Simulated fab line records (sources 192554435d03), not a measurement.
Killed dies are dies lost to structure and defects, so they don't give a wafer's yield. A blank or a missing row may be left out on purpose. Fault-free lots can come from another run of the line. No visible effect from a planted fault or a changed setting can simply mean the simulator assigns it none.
A struck lot beside a sound one :: flow n5_finfet :: 15 steps out of a route of 1938
Sound: wafers L486.1, L486.3, L486.4. Struck: wafer L493.3 (L493.4, L493.5, from the same lot, were not struck and are left out); the cause is given at the end.
Per side, at each step with rows, come the tool, then ch with its chambers, and then its first start. Under that, the readings that differ: sound wafers :: struck wafers :: difference of the means :: sigmas: that difference in standard deviations of wafers without a fault.
alike: words and numbers the same on both sides, and readings whose means are apart by under 2 such deviations; not compared: readings that were withheld, readings missing a value for some wafer, numbers with overlapping values and no deviation given by the record, and bounds like >300 which may hide the same value.
The two part at a step that has a row with sigmas, a row that says differs or no value, or rows on one side only. Non-overlapping numbers with no deviation appear without sigmas and do not part them. A reading that every wafer of one side lacks parts them only if that side has two wafers or more.

first, 6 steps without rows for these wafers: N5_BEOL_M5_COAT_22 (resist thk 30 nm); N5_BEOL_M5_EBR_24; N5_BEOL_M5_SOFTBAKE_23 (time 60 s); N5_BEOL_M5_EXPOSE_25 (exposes mask V4, defocus 10 nm); N5_BEOL_M5_PEB_26 (peb time 60 s); N5_BEOL_M5_DEVELOP_27 (develop time 30 s).
N5_BEOL_M5_CD_MEAS_28: target cd 30.6 nm, target cd y 20 nm.
  sound on cd_sem-01 ch 0, day 9 11:14; struck on cd_sem-01 ch 0, day 12 09:07
  alike: cd_nm
N5_BEOL_M5_OVL_MEAS_29:
  sound on overlay-01 ch 0, day 9 11:16; struck on overlay-02 ch 0, day 12 09:09
  alike: V4_OVL
N5_BEOL_M5_INSPECT_30: inspects for defects (brightfield).
  sound on defect_inspect-02, day 9 11:19; struck on defect_inspect-01, day 12 09:11
  alike: raw_defect_count
N5_BEOL_M5_DESCUM_33: chemistry O2, time 7 s.
  sound on rie_diel-04 ch 0,2,3, day 9 11:23; struck on rie_diel-04 ch 2, day 12 09:14
  alike: drypump_motor_current_A, oes_product_au, rf_vpp_V, showerhead_plenum_p_Torr, throttle_valve_pct
  not compared: rf_hours_counter_h
N5_BEOL_M5_ETCH_75: etches underlayer in N2/H2, target depth 6.5 nm, time 5.2 s.
  sound on rie_diel-04 ch 0,2,3, day 9 11:25; struck on rie_diel-04 ch 2, day 12 09:16
  alike: drypump_motor_current_A, etch_rf_on_time_s, oes_product_au, rf_vpp_V, showerhead_plenum_p_Torr, throttle_valve_pct
  not compared: rf_hours_counter_h
N5_BEOL_M5_ETCH_67: etches SiARC in CF4, target depth 15.6 nm, time 26 s.
  sound on rie_diel-04 ch 0,2,3, day 9 11:26; struck on rie_diel-04 ch 2, day 12 09:17
  alike: drypump_motor_current_A, etch_rf_on_time_s, oes_product_au, rf_vpp_V, showerhead_plenum_p_Torr, throttle_valve_pct
  not compared: rf_hours_counter_h
N5_BEOL_M5_ETCH_68: etches SOC in N2/H2, target depth 80 nm, overetch 16 nm, time 120 s.
  sound on rie_diel-04 ch 0,2,3, day 9 11:28; struck on rie_diel-04 ch 2, day 12 09:19
reading: run_length_s (s)
sound: 143.1 143.0 143.6
struck: 149.5
difference: +6.3
sigmas: +11

reading: model.SiARC_of_BEOL_M5_COAT_66.thk_nm (nm)
sound: 6.4 6.2 6.2
struck: 5.8
difference: -0.5
sigmas: 
  alike: drypump_motor_current_A, oes_product_au, rf_vpp_V, showerhead_plenum_p_Torr, throttle_valve_pct
  not compared: rf_hours_counter_h
then, 2 steps without rows for these wafers: N5_BEOL_M5_STRIP_69 (strips in N2/H2); N5_PASSIVATION_PROBE_49.

WHERE THEY PART
N5_BEOL_M5_ETCH_68 only, going by this record.

WHY: what the simulator had put in
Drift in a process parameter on rie_diel-04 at N5_BEOL_M5_ETCH_68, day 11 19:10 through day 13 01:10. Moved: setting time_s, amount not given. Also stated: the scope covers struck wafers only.
